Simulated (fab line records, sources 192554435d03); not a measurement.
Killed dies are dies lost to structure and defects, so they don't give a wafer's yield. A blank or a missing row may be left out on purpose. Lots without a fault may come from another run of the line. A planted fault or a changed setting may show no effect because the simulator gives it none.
Chamber matching | flow n5_finfet | N5_BEOL_M10_STRIP_19 on rie_diel-02: 4 sister chambers
The step strips in O2. 18 wafers are shown with their chamber, then 9 later ones without.

WAFERS WITH THEIR CHAMBER
wafer  | chamber | drypump_motor_current_A (A) | throttle_valve_pct (%) | showerhead_plenum_p_Torr (Torr)
L075.2 | 0       | 6.5                         | 16.77                  | 2.04
L075.3 | 3       | 4.9                         | 16.40                  | 2.13
L075.6 | 3       | 4.9                         | 16.41                  | 2.13
L074.1 | 3       | 4.9                         | 16.42                  | 2.12
L074.2 | 0       | 6.5                         | 16.76                  | 2.04
L074.6 | 3       | 4.9                         | 16.42                  | 2.13
L076.1 | 0       | 6.4                         | 16.76                  | 2.04
L076.3 | 1       | 5.7                         | 16.17                  | 2.13
L076.4 | 0       | 6.5                         | 16.74                  | 2.04
L078.1 | 1       | 5.7                         | 16.17                  | 2.13
L078.2 | 0       | 6.5                         | 16.79                  | 2.03
L078.5 | 1       | 5.7                         | 16.16                  | 2.13
L083.4 | 1       | 5.7                         | 16.21                  | 2.12
L083.5 | 3       | 4.9                         | 16.44                  | 2.12
L083.6 | 0       | 6.4                         | 16.79                  | 2.03
L089.3 | 3       | 4.9                         | 16.47                  | 2.11
L089.4 | 0       | 6.4                         | 16.83                  | 2.02
L089.5 | 2       | 5.7                         | 16.43                  | 2.06

SIGNATURES (means of the wafers above)
reading                  | chamber 0 | chamber 1 | chamber 2 | chamber 3 | scatter within a chamber
drypump_motor_current_A  | 6.457     | 5.700     | 5.700     | 4.900     | 0.035
throttle_valve_pct       | 16.7771   | 16.1775   | 16.4300   | 16.4267   | 0.0264
showerhead_plenum_p_Torr | 2.0343    | 2.1275    | 2.0600    | 2.1233    | 0.00746
Rule: a wafer's distance from a chamber is the root of the sum, over the readings, of the square of ((its reading less the chamber's mean) divided by the reading's scatter). The wafer belongs to the nearest chamber; if the next one is less than 2 further off, it can't be placed. The scatter: the root of (the sum of the squares of (reading less its chamber's mean) over the shown wafers, divided by (wafers less chambers)).

WAFERS WITHOUT THEIR CHAMBER
wafer  | drypump_motor_current_A (A) | throttle_valve_pct (%) | showerhead_plenum_p_Torr (Torr)
L093.3 | 5.7                         | 16.22                  | 2.12
L093.4 | 5.6                         | 16.42                  | 2.06
L093.5 | 4.9                         | 16.46                  | 2.11
L096.2 | 4.9                         | 16.48                  | 2.11
L096.3 | 5.6                         | 16.44                  | 2.05
L096.6 | 5.7                         | 16.24                  | 2.12
L097.1 | 5.6                         | 16.45                  | 2.05
L097.3 | 4.9                         | 16.46                  | 2.11
L097.4 | 5.7                         | 16.22                  | 2.12

WHICH CHAMBER EACH WENT THROUGH
wafer  | from the rows above | in truth
L093.3 | 1                   | 1
L093.4 | 2                   | 2
L093.5 | 3                   | 3
L096.2 | 3                   | 3
L096.3 | 2                   | 2
L096.6 | 1                   | 1
L097.1 | 2                   | 2
L097.3 | 3                   | 3
L097.4 | 1                   | 1
Placed correctly: 9 of 9. Can't be placed from these rows: 0. Placed wrongly: 0.
